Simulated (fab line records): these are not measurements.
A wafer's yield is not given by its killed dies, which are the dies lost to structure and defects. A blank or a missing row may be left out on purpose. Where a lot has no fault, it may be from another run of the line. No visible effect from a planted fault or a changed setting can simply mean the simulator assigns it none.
Chamber matching / flow nand_harc / NHARC_A_M0_CMP_23 on cmp-01 has 3 sister chambers
The step polishes, t overpolish 20 s, target thk 113.75 nm. 3 wafers are shown with their chamber, then 8 later ones without.

## WAFERS, EACH WITH ITS CHAMBER
wafer=L082.5; chamber=0; motor_current_A (A)=11.6
wafer=L086.2; chamber=1; motor_current_A (A)=13.3
wafer=L086.5; chamber=2; motor_current_A (A)=11.5

## WAFERS MISSING THEIR CHAMBER
wafer=L089.1; motor_current_A (A)=11.2
wafer=L089.4; motor_current_A (A)=12.0
wafer=L087.3; motor_current_A (A)=12.4
wafer=L087.4; motor_current_A (A)=14.1
wafer=L087.5; motor_current_A (A)=11.9
wafer=L094.1; motor_current_A (A)=11.6
wafer=L094.2; motor_current_A (A)=11.8
wafer=L094.5; motor_current_A (A)=11.3

## CHAMBER TAKEN BY EACH
wafer=L089.1; from the rows above=can't be placed: 2 or 0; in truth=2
wafer=L089.4; from the rows above=can't be placed: 0 or 2 or 1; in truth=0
wafer=L087.3; from the rows above=can't be placed: 0 or 1 or 2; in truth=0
wafer=L087.4; from the rows above=1; in truth=1
wafer=L087.5; from the rows above=can't be placed: 0 or 2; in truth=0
wafer=L094.1; from the rows above=can't be placed: 0 or 2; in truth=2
wafer=L094.2; from the rows above=can't be placed: 0 or 2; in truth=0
wafer=L094.5; from the rows above=can't be placed: 2 or 0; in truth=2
Correct placement for 1 of the 8. These rows do not allow placing 7 (true chamber among the candidates in 7). Number placed wrongly: 0.
How it was worked out, from the rows above alone: a wafer's distance from a chamber is the root of the sum, over the readings, of the square of ((its reading less the chamber's mean) divided by the reading's scatter). If the next closest chamber is less than 2 further off than the closest, the wafer can't be placed; otherwise it belongs to the closest. The mean given for a chamber averages the wafers shown for that chamber. The scatter: with one shown wafer a chamber, the root of the mean of the squares of how far each hidden wafer lies from its nearest shown one.
